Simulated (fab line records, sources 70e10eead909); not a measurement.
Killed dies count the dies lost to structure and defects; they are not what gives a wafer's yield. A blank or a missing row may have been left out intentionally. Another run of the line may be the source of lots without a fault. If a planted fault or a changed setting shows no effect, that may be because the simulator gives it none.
Which of the tools did it?    flow nand harc    14 lots, 42 wafers sampled, at 4 steps of a route of 1302

WHAT THE GAUGES SHOWED, per wafer
The record lacks any reading of a measuring or inspecting step that a usual standard deviation could be used to judge.

WHICH TOOL RAN EACH LOT (tool, then ch and the chambers of the sampled wafers, then the start)
lot   NHARC_A_SLIT_ETCH_24                NHARC_A_WL_FILL_CVD_03         NHARC_A_WL_FILL_ETCHBACK_17        NHARC_A_WL_FILL_ALD_19
L420  rie diel-11 ch 0,2,3, day 20 04:32  cvd w-01 ch 0,1, day 20 17:42  rie metal-01 ch 0,1, day 21 05:26  ald metal-01 ch 1,3, day 21 10:56
L421  rie diel-02 ch 1,2,3, day 20 13:07  cvd w-02 ch 0,1, day 21 04:49  rie metal-02 ch 1, day 21 16:35    ald metal-01 ch 2,3, day 21 22:04
L419  rie diel-02 ch 0,2,3, day 20 13:56  cvd w-01 ch 0,1, day 21 07:44  rie metal-03 ch 0,1, day 21 16:39  ald metal-02 ch 0,1,2, day 21 22:07
L424  rie diel-02 ch 2,3, day 22 12:11    cvd w-02 ch 0,1, day 23 02:02  rie metal-02 ch 0,1, day 23 13:01  ald metal-03 ch 0,1,3, day 23 18:31
L430  rie diel-11 ch 0,1,2, day 23 17:43  cvd w-01 ch 0,1, day 24 11:14  rie metal-03 ch 0,1, day 25 03:37  ald metal-02 ch 2,3, day 25 10:22
L431  rie diel-11 ch 1,3, day 24 22:57    cvd w-01 ch 0,1, day 25 13:38  rie metal-03 ch 0,1, day 26 00:46  ald metal-01 ch 2,3, day 26 06:14
L433  rie diel-02 ch 1,2, day 25 20:59    cvd w-01 ch 0,1, day 26 10:40  rie metal-01 ch 0,1, day 26 21:05  ald metal-01 ch 2,3, day 27 02:31
L435  rie diel-06 ch 0,2,3, day 26 00:27  cvd w-01 ch 0,1, day 26 20:26  rie metal-02 ch 0,1, day 27 06:48  ald metal-01 ch 1,2,3, day 27 10:25
L436  rie diel-11 ch 0,1, day 27 01:43    cvd w-02 ch 1, day 28 00:30    rie metal-01 ch 1, day 28 11:20    ald metal-02 ch 2,3, day 28 16:42
L438  rie diel-02 ch 0,1,3, day 27 13:05  cvd w-02 ch 0,1, day 28 05:15  rie metal-03 ch 0,1, day 28 16:13  ald metal-02 ch 0,1,2, day 28 21:42
L439  rie diel-02 ch 0,3, day 27 23:34    cvd w-02 ch 0,1, day 28 14:53  rie metal-03 ch 0,1, day 29 05:14  ald metal-02 ch 0,1,3, day 29 11:04
L440  rie diel-06 ch 1,2,3, day 28 07:15  cvd w-02 ch 0,1, day 29 00:01  rie metal-01 ch 0,1, day 29 10:40  ald metal-03 ch 1,3, day 29 16:09
L441  rie diel-11 ch 0,3, day 29 09:07    cvd w-01 ch 0,1, day 29 23:05  rie metal-03 ch 0,1, day 30 10:00  ald metal-02 ch 1,2,3, day 30 15:27
L442  rie diel-11 ch 1,2,3, day 29 15:03  cvd w-02 ch 0,1, day 30 07:14  rie metal-02 ch 0,1, day 30 19:02  ald metal-03 ch 0,2,3, day 31 00:30
- NHARC_A_SLIT_ETCH_24: etches the open film in CF4/CHF3, target depth 121 nm, time 60.5 s.
- NHARC_A_WL_FILL_CVD_03: deposits W, target thk 40 nm, time 279 s.
- NHARC_A_WL_FILL_ETCHBACK_17: etches the open film in Cl2/BCl3, target depth 4 nm, time 26.7 s.
- NHARC_A_WL_FILL_ALD_19: deposits TiN, target thk 2 nm, pulse time 3 s, ald cycles 100.

WHAT THE TOOLS THEMSELVES READ (means of the sampled wafers that have a number; where no wafer has one, the mark that the record gives instead)
NHARC_A_SLIT_ETCH_24.
lot   tool         drypump motor current A (A)  oes product au (a.u.)  rf vpp V (V)  showerhead plenum p Torr (Torr)  throttle valve pct (%)
L420  rie diel-11  5.9                          0.967                  370.4         1.57                             16.803
L421  rie diel-02  5.7                          0.968                  369.4         1.53                             16.798
L419  rie diel-02  5.7                          0.954                  368.2         1.49                             16.803
L424  rie diel-02  5.9                          0.954                  369.2         1.50                             16.795
L430  rie diel-11  5.8                          0.968                  370.3         1.57                             16.797
L431  rie diel-11  5.5                          0.937                  371.5         1.56                             16.792
L433  rie diel-02  5.2                          0.980                  369.4         1.52                             16.806
L435  rie diel-06  5.8                          0.965                  370.0         1.57                             16.807
L436  rie diel-11  5.4                          0.975                  370.1         1.56                             16.802
L438  rie diel-02  6.0                          0.956                  368.9         1.53                             16.794
L439  rie diel-02  6.1                          0.954                  368.1         1.50                             16.806
L440  rie diel-06  6.0                          0.972                  371.3         1.60                             16.810
L441  rie diel-11  5.7                          0.966                  369.6         1.55                             16.810
L442  rie diel-11  5.8                          0.966                  370.2         1.57                             16.804

NHARC_A_WL_FILL_CVD_03.
lot   tool      heater power w (W)  throttle valve pct (%)
L420  cvd w-01  506                 8.0
L421  cvd w-02  495                 8.0
L419  cvd w-01  491                 8.3
L424  cvd w-02  498                 7.7
L430  cvd w-01  519                 7.8
L431  cvd w-01  504                 8.0
L433  cvd w-01  510                 8.0
L435  cvd w-01  519                 8.0
L436  cvd w-02  463                 7.8
L438  cvd w-02  502                 8.2
L439  cvd w-02  486                 8.0
L440  cvd w-02  503                 8.4
L441  cvd w-01  491                 8.1
L442  cvd w-02  485                 7.9

NHARC_A_WL_FILL_ETCHBACK_17.
lot   tool          drypump motor current A (A)  oes product au (a.u.)
L420  rie metal-01  5.0                          1.017
L421  rie metal-02  5.7                          1.006
L419  rie metal-03  6.0                          0.990
L424  rie metal-02  5.6                          1.011
L430  rie metal-03  6.0                          0.922
L431  rie metal-03  6.3                          0.864
L433  rie metal-01  5.0                          0.984
L435  rie metal-02  5.6                          1.009
L436  rie metal-01  5.5                          1.006
L438  rie metal-03  6.3                          0.989
L439  rie metal-03  6.0                          0.983
L440  rie metal-01  5.3                          0.997
L441  rie metal-03  6.0                          0.994
L442  rie metal-02  5.6                          1.005

NHARC_A_WL_FILL_ALD_19.
lot   tool          heater power w (W)  precursor pulse height rel
L420  ald metal-01  1105                0.991
L421  ald metal-01  1128                0.987
L419  ald metal-02  1009                0.992
L424  ald metal-03  1122                1.013
L430  ald metal-02  1047                1.002
L431  ald metal-01  1091                0.984
L433  ald metal-01  1051                0.999
L435  ald metal-01  1075                1.001
L436  ald metal-02  1072                1.000
L438  ald metal-02  1011                0.994
L439  ald metal-02  964                 1.001
L440  ald metal-03  1068                1.014
L441  ald metal-02  1064                0.995
L442  ald metal-03  1102                0.990

THE ANSWER, worked out from the rows above alone
Rule: what is usual is taken from the lots themselves. The widest of any qualifying gaps counts: lots, ordered by their means at a reading, are off when they make up no more than a third of the lots, leave a main group of 4 or more, and stand apart from it by 3 or more times the standard deviation of that group's means. A main group is skipped when, at the precision printed for the reading in the tables above, its means are all equal. A lot without any number at a reading at which 4 lots or more have one is off too. All remaining lots with rows at the step are treated as sound. First the gauges in route order, then the tools' own readings, where a lot's mean is used as printed above. The first step at which some lot is off is used, and at that step the reading that is off furthest; a lot without a number counts as furthest.
Off: L430, L431, at NHARC_A_WL_FILL_ETCHBACK_17 (oes product au). The main group has a mean of 0.999 a.u. with a standard deviation of 0.011.
If a tool, at that step or one of the process steps before it, ran each lot that is off and ran no sound lot following the first of them, it fits. No candidate that was tried fits.

WHAT HAD BEEN PUT IN BY THE SIMULATOR
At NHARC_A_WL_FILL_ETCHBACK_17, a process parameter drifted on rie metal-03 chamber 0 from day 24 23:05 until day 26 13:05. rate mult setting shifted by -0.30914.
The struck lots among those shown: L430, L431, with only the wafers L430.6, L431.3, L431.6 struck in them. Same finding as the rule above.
